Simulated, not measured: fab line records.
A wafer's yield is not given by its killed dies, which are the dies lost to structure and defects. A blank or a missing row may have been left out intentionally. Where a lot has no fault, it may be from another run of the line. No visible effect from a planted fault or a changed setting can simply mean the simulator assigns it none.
Which tool did it? -- flow nand_harc -- 37 wafers from 13 lots sampled at 5 of the route's 1302 steps

## WHAT THE GAUGES SHOWED, per wafer
NHARC_A_CHANNEL_HOLE_D1_OVL_MEAS_11.
lot,measured,on,overlay_x_nm (nm),overlay_y_nm (nm)
L152,day 9 08:31,overlay-02,-0.1 0.0 0.6,0.7 0.0 0.8
L154,day 10 01:59,overlay-02,0.2 0.5 0.4,-1.0 -1.4 -0.9
L157,day 11 12:37,overlay-02,0.0 0.4 0.9,0.0 0.8 0.1
L160,day 12 20:40,overlay-02,0.5 0.7,0.0 0.0
L161,day 12 21:07,overlay-02,0.3 0.3,-1.2 -1.0
L162,day 13 04:18,overlay-02,-0.1 -0.3 -0.4,0.8 1.5 1.0
L163,day 13 21:59,overlay-01,0.2 0.9 -0.1,-0.6 -0.5 -0.4
L164,day 14 16:32,overlay-02,-1.0 -1.5 -1.7,0.6 0.9 0.5
L167,day 15 12:49,overlay-02,-1.0 -1.1 -1.2,-0.4 -0.7 -0.3
L168,day 16 06:56,overlay-01,-1.5 -1.1 -1.1,-1.0 -1.1 -0.9
L170,day 17 00:02,overlay-01,1.8 0.6 0.9,-0.7 -0.1 -1.2
L172,day 18 00:41,overlay-01,0.4 0.6 0.6,0.4 0.1 1.1
L173,day 18 07:30,overlay-01,0.0 0.6 0.5,-1.0 -0.7 -0.7

NHARC_A_CHANNEL_HOLE_D1_INSPECT_12.
lot,measured,on,raw_defect_count
L152,day 9 08:33,defect_inspect-01,8 5 5
L154,day 10 02:01,defect_inspect-02,1 7 4
L157,day 11 12:39,defect_inspect-01,11 6 2
L160,day 12 20:43,defect_inspect-01,8 10
L161,day 12 21:09,defect_inspect-02,6 9
L162,day 13 04:20,defect_inspect-02,9 9 9
L163,day 13 22:01,defect_inspect-01,3 3 7
L164,day 14 16:34,defect_inspect-01,3 12 7
L167,day 15 12:52,defect_inspect-02,0 4 4
L168,day 16 06:58,defect_inspect-02,5 12 8
L170,day 17 00:05,defect_inspect-02,4 5 4
L172,day 18 00:43,defect_inspect-02,1 6 7
L173,day 18 07:32,defect_inspect-01,8 4 4

NHARC_END_SORT_01.
lot,measured,on,killed_at_array,killed_at_other,killed_at_periphery,killed_dies,killed_open,killed_short
L160,day 28 10:43,prober-02,34,0,1,35,1,3

## TOOL THAT RAN EACH LOT (tool first, then ch and the chambers of the sampled wafers, then the start)
lot,NHARC_A_CHANNEL_HOLE_D1_DESCUM_15,NHARC_A_CHANNEL_HOLE_D1_ETCH_38
L152,"rie_diel-09 ch 0,1, day 9 08:37","rie_diel-09 ch 0,1,3, day 9 08:42"
L154,"rie_diel-13 ch 1,2,3, day 10 02:05","rie_diel-13 ch 0,2,3, day 10 02:10"
L157,"rie_diel-09 ch 1,2, day 11 12:43","rie_diel-09 ch 0,1, day 11 12:48"
L160,"rie_diel-09 ch 1,3, day 12 20:47","rie_diel-09 ch 1,2, day 12 20:52"
L161,"rie_diel-09 ch 0,1, day 12 21:15","rie_diel-09 ch 0,2, day 12 21:39"
L162,"rie_diel-13 ch 0,1,2, day 13 04:25","rie_diel-13 ch 2,3, day 13 04:29"
L163,"rie_diel-13 ch 0,1, day 13 22:05","rie_diel-13 ch 0,1, day 13 22:10"
L164,"rie_diel-03 ch 1,2,3, day 14 16:38","rie_diel-03 ch 1,2,3, day 14 16:45"
L167,"rie_diel-03 ch 0,3, day 15 12:56","rie_diel-03 ch 0,1,3, day 15 13:01"
L168,"rie_diel-03 ch 0,1,3, day 16 07:02","rie_diel-03 ch 0,1,3, day 16 07:07"
L170,"rie_diel-13 ch 1,2,3, day 17 00:10","rie_diel-13 ch 0,2,3, day 17 00:14"
L172,"rie_diel-13 ch 0,1,2, day 18 00:47","rie_diel-13 ch 0,1, day 18 00:52"
L173,"rie_diel-09 ch 1,2, day 18 07:38","rie_diel-09 ch 0,1,2, day 18 07:57"
- NHARC_A_CHANNEL_HOLE_D1_DESCUM_15: chemistry O2, time 3 s.
- NHARC_A_CHANNEL_HOLE_D1_ETCH_38: etches the open film in CF4, target depth 39 nm, time 65 s.

## AS READ BY THE TOOLS THEMSELVES (means over the sampled wafers that have a number; for cases with no such wafer, the mark the record gives instead)
NHARC_A_CHANNEL_HOLE_D1_DESCUM_15.
lot,tool,drypump_motor_current_A (A),oes_product_au (a.u.),rf_vpp_V (V),showerhead_plenum_p_Torr (Torr),throttle_valve_pct (%)
L152,rie_diel-09,5.7,0.982,57.9,1.91,11.310
L154,rie_diel-13,5.4,1.005,59.0,1.87,11.325
L157,rie_diel-09,5.6,0.989,57.8,1.93,11.300
L160,rie_diel-09,6.2,0.995,58.3,1.92,11.306
L161,rie_diel-09,5.8,0.988,58.2,1.90,11.312
L162,rie_diel-13,5.3,0.992,57.4,1.91,11.301
L163,rie_diel-13,5.3,0.983,58.3,1.94,11.317
L164,rie_diel-03,5.5,1.012,57.5,1.95,11.314
L167,rie_diel-03,5.6,1.011,58.4,2.00,11.309
L168,rie_diel-03,5.7,1.014,58.7,1.94,11.312
L170,rie_diel-13,5.4,0.987,58.0,1.87,11.309
L172,rie_diel-13,5.3,1.001,57.7,1.90,11.312
L173,rie_diel-09,5.5,0.985,57.6,1.94,11.314

NHARC_A_CHANNEL_HOLE_D1_ETCH_38.
lot,tool,drypump_motor_current_A (A),oes_product_au (a.u.),rf_vpp_V (V),run_length_s (s),showerhead_plenum_p_Torr (Torr),throttle_valve_pct (%)
L152,rie_diel-09,6.0,0.987,150.9,86.8,1.77,13.282
L154,rie_diel-13,5.7,1.000,149.7,86.4,1.71,13.290
L157,rie_diel-09,5.7,0.983,151.6,82.0,1.76,13.291
L160,rie_diel-09,5.6,0.989,151.0,79.8,1.79,13.288
L161,rie_diel-09,5.6,0.986,151.0,79.1,1.79,13.291
L162,rie_diel-13,5.8,1.000,149.4,86.5,1.68,13.277
L163,rie_diel-13,5.3,0.988,151.8,85.9,1.78,13.287
L164,rie_diel-03,5.5,1.013,152.2,86.6,1.80,13.281
L167,rie_diel-03,5.7,1.009,151.8,86.6,1.79,13.283
L168,rie_diel-03,5.7,1.007,151.7,86.6,1.79,13.277
L170,rie_diel-13,5.7,0.991,150.2,86.2,1.71,13.278
L172,rie_diel-13,5.3,1.000,151.4,85.9,1.78,13.283
L173,rie_diel-09,5.7,0.982,151.7,86.7,1.77,13.278

## THE ANSWER, worked out from the rows above alone
Rule: the usual values come from the lots themselves. The widest of any qualifying gaps counts: lots, ordered by their means at a reading, are off when they make up no more than a third of the lots, leave a main group of 4 or more, and stand apart from it by 3 or more times the standard deviation of that group's means. A main group whose means are all the same, to the digits that the tables above print for the reading, isn't used. Also off: a lot with no number at a reading for which 4 or more lots have one. All remaining lots with rows at the step are treated as sound. The gauges are gone through in route order, then the tools' own readings, and for those a lot's mean is taken as printed above. At the first step where some lot is off, the reading lying furthest off is the one used; lots without a number count as furthest.
Off, at NHARC_A_CHANNEL_HOLE_D1_ETCH_38 on run_length_s: L157, L160, L161. The main group has a mean of 86.4 s with a standard deviation of 0.3.
A tool fits if, at that step or a process step before it, it ran every lot that is off, and no sound lot after the first of them. Of those tried, none fits.

## WHAT THE SIMULATOR PUT IN
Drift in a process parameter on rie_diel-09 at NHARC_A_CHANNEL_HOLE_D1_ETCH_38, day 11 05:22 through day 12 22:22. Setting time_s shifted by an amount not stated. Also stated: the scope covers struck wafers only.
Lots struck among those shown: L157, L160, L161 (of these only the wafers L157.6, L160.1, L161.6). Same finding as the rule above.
